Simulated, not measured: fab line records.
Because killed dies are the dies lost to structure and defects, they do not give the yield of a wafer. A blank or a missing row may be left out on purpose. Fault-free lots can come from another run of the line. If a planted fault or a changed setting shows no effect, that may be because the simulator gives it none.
Comparing a struck lot with a sound one | flow nand-harc | 24 steps out of a route of 1302
Sound: these wafers, L871.1, L871.2, L871.3. Struck: wafer L874.2 (L874.1, L874.4, from the same lot, were not struck and are left out); the cause is given at the end.
For every step that has rows: the tool of each side, followed by ch and its chambers, followed by its first start. Under that, the readings that differ: sound wafers | struck wafers | difference of the means | sigmas: that difference in standard deviations of wafers without a fault.
alike: words and numbers the same on both sides, and readings whose means are apart by under 2 such deviations; not compared: readings that were withheld, readings missing a value for some wafer, numbers with overlapping values and no deviation given by the record, and bounds like >300 which may hide the same value.
The two part at a step that has a row with sigmas, a row that says differs or no value, or rows on one side only. Non-overlapping numbers with no deviation appear without sigmas and do not part them. A reading missing from all wafers of one side parts the sides only when that side holds two or more wafers.

NHARC_P_M0_INSPECT_27:
  sound on defect-inspect-01, day 6 04:25; struck on defect-inspect-01, day 7 08:46
  alike: raw-defect-count
NHARC_P_M0_PRE_CLEAN_31: time 12 s.
  sound on pecvd-01 ch 0,1,2, day 6 04:29; struck on pecvd-03 ch 2, day 7 09:00
  reading            | sound       | struck | difference | sigmas
  heater-power-w (W) | 515 567 579 | 687    | +133       | +2
NHARC_P_M0_DEP_32: deposits SiCN, target thk 30 nm.
  sound on pecvd-01 ch 0,1,2, day 6 04:34; struck on pecvd-03 ch 2, day 7 09:07
  reading            | sound       | struck | difference | sigmas
  heater-power-w (W) | 466 638 618 | 734    | +160       | +2
then, 8 steps without rows for these wafers: NHARC_P_M1_DEP_00 (deposits SiOC, target thk 182.5 nm); NHARC_P_M1_DEHYDRATE_01 (time 120 s); NHARC_P_M1_HMDS_02 (time 30 s); NHARC_P_M1_COAT_34 (time 65 s); NHARC_P_M1_COAT_03 (resist thk 90 nm); NHARC_P_M1_SOFTBAKE_04 (time 55 s); NHARC_P_M1_EBR_05; NHARC_P_M1_EXPOSE_06 (exposes mask P M1, target cd 130 nm).
NHARC_P_M1_PEB_07: peb time 65 s.
  sound on litho-track-04 ch 0, day 6 05:37; struck on litho-track-04 ch 0, day 7 10:07
  reading                  | sound             | struck | difference | sigmas
  heater-power-total-W (W) | 157.0 157.1 156.5 | 172.7  | +15.8      | +36
then, 1 step without rows for these wafers: NHARC_P_M1_DEVELOP_08 (develop time 35 s).
NHARC_P_M1_CD_MEAS_09: target cd 130 nm.
  sound on cd-sem-01 ch 0, day 6 05:41; struck on cd-sem-02 ch 0, day 7 10:11
  reading    | sound             | struck | difference | sigmas
  cd-nm (nm) | 129.3 130.0 129.9 | 122.7  | -7.0       | -10
NHARC_P_M1_OVL_MEAS_10: pitch 260 nm.
  sound on overlay-01, day 6 05:47; struck on overlay-02, day 7 10:17
  alike: overlay-x-nm, overlay-y-nm
NHARC_P_M1_INSPECT_11:
  sound on defect-inspect-02, day 6 05:49; struck on defect-inspect-02, day 7 10:19
  alike: raw-defect-count
NHARC_P_M1_DESCUM_14: chemistry O2, time 3 s.
  sound on rie-diel-06 ch 1,2,3, day 6 05:53; struck on rie-diel-13 ch 2, day 7 10:23
  reading                | sound             | struck | difference | sigmas
  rf-hours-counter-h (h) | 15 13 12          | 9      | -4         |
  model.P_M1.cd-nm (nm)  | 128.8 130.4 129.6 | 122.5  | -7.1       |
  alike: drypump-motor-current-A, oes-product-au, rf-vpp-V, showerhead-plenum-p-Torr, throttle-valve-pct
NHARC_P_M1_ETCH_35: etches the open film in N2/H2, target depth 40 nm, overetch 12 nm, time 43.94 s.
  sound on rie-diel-06 ch 1,2,3, day 6 05:58; struck on rie-diel-13 ch 2, day 7 10:28
  reading                | sound    | struck | difference | sigmas
  rf-hours-counter-h (h) | 12 13 15 | 9      | -4         |
  alike: drypump-motor-current-A, oes-product-au, rf-vpp-V, showerhead-plenum-p-Torr, throttle-valve-pct
NHARC_P_M1_ETCH_15: etches the open film in C4F8/Ar, target depth 182.5 nm, time 91.2 s.
  sound: rie-diel-06 ch 1,2,3; struck: rie-diel-13 ch 3
  reading                | sound    | struck | difference | sigmas
  rf-hours-counter-h (h) | 12 15 14 | 9      | -5         |
  alike: oes-product-au, rf-vpp-V
NHARC_P_M1_CD_MEAS_16:
  sound on cd-sem-01, day 6 06:11; struck on cd-sem-03, day 7 10:41
  reading    | sound             | struck | difference | sigmas
  cd-nm (nm) | 128.0 130.2 130.2 | 122.6  | -6.9       | -9
NHARC_P_M1_STRIP_18: strips in N2/H2.
  sound on rie-diel-13 ch 0,2,3, day 6 06:16; struck on rie-diel-06 ch 1, day 7 10:46
  reading                | sound | struck | difference | sigmas
  rf-hours-counter-h (h) | 7 8 8 | 1      | -7         |
  alike: drypump-motor-current-A, oes-product-au, rf-vpp-V, showerhead-plenum-p-Torr, throttle-valve-pct
NHARC_P_M1_ETCH_28: etches the open film in CF4/N2, target depth 30 nm, time 72.99 s.
  sound: rie-diel-13 ch 1,2,3; struck: rie-diel-06 ch 0
  reading                | sound           | struck | difference | sigmas
  rf-hours-counter-h (h) | 8 6 7           | 1      | -6         |
  model.P_M1.cd-nm (nm)  | 128.8 129.5 130 | 123.6  | -5.8       |
  alike: drypump-motor-current-A, oes-product-au, rf-vpp-V, showerhead-plenum-p-Torr, throttle-valve-pct
then, 1 step without rows for these wafers: NHARC_P_M1_STRIP_19 (strips in post etch residue remover, time 600 s).
-- jump in the record: it breaks off in module P_M1 and resumes in module END (first step shown: number 1302 of the route), and 18 days separate the struck wafers' starts before and after --
NHARC_END_SORT_01:
  sound on prober-01 ch 0, day 24 20:21; struck on prober-01 ch 0, day 25 19:34
  reading         | sound | struck | difference | sigmas
  killed-at-other | 4 4 3 | 0      | -4         | -3
  killed-open     | 2 1 6 | 8      | +5         | +3
  alike: defect-limited-yield, killed-at-array, killed-at-periphery, killed-dies, killed-short, sort_bin_2_pct, sort_bin_3_pct, sort_bin_4_pct, sort-n-pass, sort-rim-yield-pct, sort-yield-pct

## WHERE THEY PART
First at NHARC_P_M0_PRE_CLEAN_31; last, within this record, at NHARC_END_SORT_01.

WHY: the cause the simulator had injected
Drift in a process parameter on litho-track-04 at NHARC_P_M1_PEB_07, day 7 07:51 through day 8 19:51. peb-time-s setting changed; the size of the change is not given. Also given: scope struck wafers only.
